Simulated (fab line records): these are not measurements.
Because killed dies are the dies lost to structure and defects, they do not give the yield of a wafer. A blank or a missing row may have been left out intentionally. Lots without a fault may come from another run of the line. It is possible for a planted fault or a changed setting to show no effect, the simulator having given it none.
A lot that was struck, set against a sound lot :: flow n5 finfet :: 15 out of 1938 route steps
Sound: wafers L379.2, L379.3, L379.6. The struck wafers were L374.1, L374.4. The cause is given at the end.
Per side, at each step with rows, come the tool, then ch with its chambers, and then its first start. Under that, the readings that differ: sound wafers :: struck wafers :: difference of the means :: sigmas: that difference in standard deviations of wafers without a fault.
alike: words and numbers the same on both sides, and readings whose means are apart by under 2 such deviations; not compared: readings that were withheld, readings missing a value for some wafer, numbers with overlapping values and no deviation given by the record, and bounds like >300 which may hide the same value.
The two part at a step that has a row with sigmas, a row that says differs or no value, or rows on one side only. When numbers do not overlap yet have no deviation, they are printed without sigmas and do not part them. A reading missing from all wafers of one side parts the sides only when that side holds two or more wafers.

first, 8 steps without rows for these wafers: N5_MIM_BOT_LITHO_HMDS_01 (time 60 s); N5_MIM_BOT_LITHO_COAT_02; N5_MIM_BOT_LITHO_EBR_04; N5_MIM_BOT_LITHO_SOFTBAKE_03 (time 90 s); N5_MIM_BOT_LITHO_EXPOSE_05 (exposes mask MIM BOT); N5_MIM_BOT_LITHO_PEB_06; N5_MIM_BOT_LITHO_DEVELOP_07 (develop time 60 s); N5_MIM_BOT_LITHO_HARDBAKE_09 (time 120 s).
N5_MIM_BOT_LITHO_CD_MEAS_08 targets a cd of 3000 nm.
  sound on cd sem-01 ch 0, day 16 20:55; struck on cd sem-01 ch 0, day 15 15:45
  alike: cd nm
N5_MIM_BOT_LITHO_OVL_MEAS_11:
  sound on overlay-01 ch 0, day 16 20:57; struck on overlay-01 ch 0, day 15 15:47
  alike: MIM_BOT_OVL
N5_MIM_BOT_LITHO_INSPECT_12: inspects for defects (macro).
  struck on defect inspect-02, day 15 15:49; sound on defect inspect-01, day 16 20:59
  alike: raw defect count
N5_MIM_BOT_LITHO_DESCUM_10: chemistry O2, time 7.9 s.
  sound on rie diel-06 ch 1,3, day 16 21:01; struck on rie diel-04 ch 1,3, day 15 15:58
reading: throttle valve pct (%)
sound: 20.95 20.61 20.94
struck: 20.40 20.41
difference: -0.43
sigmas: -2
  alike: drypump motor current A, oes product au, rf vpp V, showerhead plenum p Torr
  not compared: rf hours counter h
N5_MIM_BOT_ETCH_ETCH_04: etches SiNx in CF4/O2, target depth 26 nm, time 13 s.
  sound on rie diel-06 ch 1,3, day 16 21:05; struck on rie diel-04 ch 1,3, day 15 16:01
reading: throttle valve pct (%)
sound: 16.41 16.17 16.42
struck: 15.92 15.97
difference: -0.39
sigmas: -2

reading: model.etch.depth nm (nm)
sound: 25.55 25.87 25.48
struck: 22.79 22.48
difference: -3.00
sigmas: 
  alike: O2_flow_sccm, drypump motor current A, oes_f_703_au, oes product au, rf vpp V, showerhead plenum p Torr
  not compared: rf hours counter h
N5_MIM_BOT_ETCH_ETCH_03: etches the open film in Cl2/BCl3, target depth 12 nm.
  sound on rie metal-01 ch 0,1, day 16 21:10; struck on rie metal-03 ch 0,1, day 15 16:07
  alike: drypump motor current A, oes product au, throttle valve pct
  not compared: rf hours counter h
N5_PASSIVATION_PROBE_49:
  rows exist in the record for the struck wafers here (prober-01, day 16 00:01), but not for the sound ones

WHERE THEY PART
Last at N5_PASSIVATION_PROBE_49 as far as this record goes, first at N5_MIM_BOT_LITHO_DESCUM_10.

WHY: the cause the simulator had injected
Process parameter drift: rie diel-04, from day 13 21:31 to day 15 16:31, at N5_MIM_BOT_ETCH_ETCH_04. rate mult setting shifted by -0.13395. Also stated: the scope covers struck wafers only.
